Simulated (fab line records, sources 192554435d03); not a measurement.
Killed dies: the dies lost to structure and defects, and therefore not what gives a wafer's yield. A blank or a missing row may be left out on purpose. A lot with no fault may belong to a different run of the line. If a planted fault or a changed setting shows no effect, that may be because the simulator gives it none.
Split-lot study -- flow n5_finfet -- route with 1938 steps; 7 lots, 21 wafers read

== THE SPLIT ITSELF ==
At N5_ZERO_LAYER_PECVD_02 (deposits SiO2 from SiH4/N2O, target thk 10 nm, time 6 s), the setting time_s was moved away from the recipe's 6 s on 6 of the 21 wafers read, by -12.2% to +12.9%. This setting was run at the recipe's value on the other wafers.

Reading taken at the split's own step.

== THE READING ==
SiO2_of_ZERO_LAYER_PECVD_02.thk_nm (the simulator's own value, which no gauge read), in nm, at N5_ZERO_LAYER_PECVD_02 (deposits SiO2 from SiH4/N2O, target thk 10 nm, time 6 s). There is no usual value for it anywhere in the file. The 15 wafers here that ran the recipe average 10.017 nm, standard deviation 0.21 nm.

wafer,"tool, chamber at the split","time_s as run, s",against the recipe,"SiO2_of_ZERO_LAYER_PECVD_02.thk_nm, nm",against lot-mates on the recipe
L074.1,"pecvd-01, 2",6,recipe,9.867,-
L074.4,"pecvd-01, 1",6,recipe,9.962,-
L074.5,"pecvd-01, 0",6,recipe,10.27,-
L077.1,"pecvd-02, 0",6,recipe,9.717,-
L077.3,"pecvd-02, 1",5.27,-12.2%,8.68,-1.123
L077.4,"pecvd-02, 0",6,recipe,9.89,-
L079.1,"pecvd-01, 0",6,recipe,10.19,-
L079.2,"pecvd-01, 1",6,recipe,10.07,-
L079.3,"pecvd-01, 2",6,recipe,9.756,-
L084.1,"pecvd-02, 0",6,recipe,10.12,-
L084.3,"pecvd-02, 2",6.39,+6.5%,10.56,+0.440
L084.6,"pecvd-02, 0",6.39,+6.5%,10.78,+0.660
L085.2,"pecvd-01, 1",6,recipe,9.831,-
L085.4,"pecvd-01, 0",6,recipe,10.45,-
L085.5,"pecvd-01, 1",6,recipe,10.04,-
L088.1,"pecvd-02, 2",6,recipe,10.16,-
L088.4,"pecvd-02, 0",6,recipe,10.19,-
L088.5,"pecvd-02, 1",6.771,+12.9%,11.63,+1.455
L096.1,"pecvd-01, 1",6,recipe,9.746,-
L096.3,"pecvd-01, 2",6.54,+9.0%,10.47,+0.724
L096.6,"pecvd-01, 1",6.54,+9.0%,10.78,+1.034

THE FIT
A straight line over all 21 wafers: SiO2_of_ZERO_LAYER_PECVD_02.thk_nm changes by +0.102 nm for each +1% of time_s; r = +0.92; the points scatter about the line by 0.23 nm.
The same after taking each lot's own level away (the mean of its wafers on the recipe; 21 wafers): +0.0987 nm for each +1%; r = +0.95; scatter 0.17 nm.
On that fit, the largest move of time_s shifts the reading by 1.3 nm.
Measured against the standard deviation above, the lots' own levels, which go from 9.7460 to 10.1750 nm, span 2.1 times it.
The two slopes are in agreement: the lot-to-lot level therefore moves the slope only a little.
Check: for one of the wafers moved furthest among these (+12.9%), held out of the fit, the line's prediction against its lot-mates is +1.19 nm. It came out at +1.46 nm against them.

== FILE'S OWN FIT ==
SiO2_of_ZERO_LAYER_PECVD_02.thk_nm changes by +0.1 nm for each +1% of time_s, r = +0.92.
